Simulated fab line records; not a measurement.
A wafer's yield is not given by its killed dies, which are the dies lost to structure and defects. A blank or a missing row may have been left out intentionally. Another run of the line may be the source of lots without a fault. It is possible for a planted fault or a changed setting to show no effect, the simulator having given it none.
Code-filled problem report in 8D (eight disciplines) form	flow nand harc	the parts of the form that need people (team, actions taken, sign-off) are left out

## 1. PROBLEM STATEMENT
At NHARC_END_SORT_01, killed at array averages 648 over 3 wafers from 2 lots, while fault-free wafers read 29, standard deviation 11. That puts it +56 standard deviations away from the usual mean.
The first sign was on wafer L383.2 at day 25 01:31, on prober-02. Wafers with a number at this step in the record: 6, from 2 lots. Rule for "out", or "out of limits": more than 4 standard deviations from the usual mean. The rest of the wafers with a number are treated as sound.

## 2. WHAT THIS IS AND IS NOT
question	is	is not
which readings at this step	killed at array, killed dies	killed at periphery, killed open, killed short
which lots	L383, L384	-
which wafers of those lots	L383.2, L383.4, L384.2	L383.3, L384.1, L384.6
read on which gauges	prober-01, prober-02	-
when	from day 25 01:31	up to then (0 sound wafers); but 3 sound wafers of L383, L384 came after

## 3. THE SUSPECTS, EACH WITH WHAT RULES IT OUT
Counting: if a tool at a process step up to the reading ran every lot that is out, it stays a suspect. Sound lots after the first of them don't rule it out here, since some wafers of a struck lot are sound.
- ruled out: the gauge at NHARC_END_SORT_01. Those wafers that are out were read across 2 gauges (prober-01, prober-02).
- ald hk-03 at NHARC_A_STAIRCASE_ALD_415 (deposits SiO2, target thk 30 nm, pulse time 6 s, ald cycles 300): kept. It ran every lot that is out, first L384 (day 16 23:50).
- pecvd-01 at NHARC_A_STAIRCASE_DEP_417 (deposits Si3N4, target thk 60 nm): kept. It ran every lot that is out, first L384 (day 17 01:53).
After counting, ald hk-03 at NHARC_A_STAIRCASE_ALD_415 and pecvd-01 at NHARC_A_STAIRCASE_DEP_417 remain.

## 4. THE CAUSE (what the simulator had put in)
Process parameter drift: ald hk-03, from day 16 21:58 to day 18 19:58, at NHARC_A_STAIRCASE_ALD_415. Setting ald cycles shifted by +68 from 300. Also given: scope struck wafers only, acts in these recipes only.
After counting, 2 suspects remain, this tool included.

## 5. SEQUENCE OF EFFECTS, ordered by route
Rows list readings where the struck wafers' mean (over those with a number) sits beyond 3 standard deviations from the usual. Only readings for which the record gives a usual standard deviation are gone through. hours: the time from each lot's start at the first step in this table that gives one to its start at this step, as a median over the lots. sigmas: the change in usual standard deviations.
hours	step	reading	usual	on struck wafers	change	sigmas
0	NHARC_END_SORT_01	killed at array	29	648	+619	+56
0	NHARC_END_SORT_01	killed dies	33	658	+625	+52

## 6. HOW IT WOULD HAVE BEEN CAUGHT EARLIER
196 hours passed between the start of the fault at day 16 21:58 and the first reading out of limits at a measuring or inspecting step in this record, taken at day 25 01:31.
Of the tool readings at NHARC_A_STAIRCASE_ALD_415 for which the record gives a usual standard deviation, none was out on any struck wafer, so an alarm limit of 4 standard deviations on them would not have fired.
Lots out: 2; all had begun NHARC_A_STAIRCASE_ALD_415 on ald hk-03 by day 25 01:31. Tool hold at that time: it would have spared none of them.
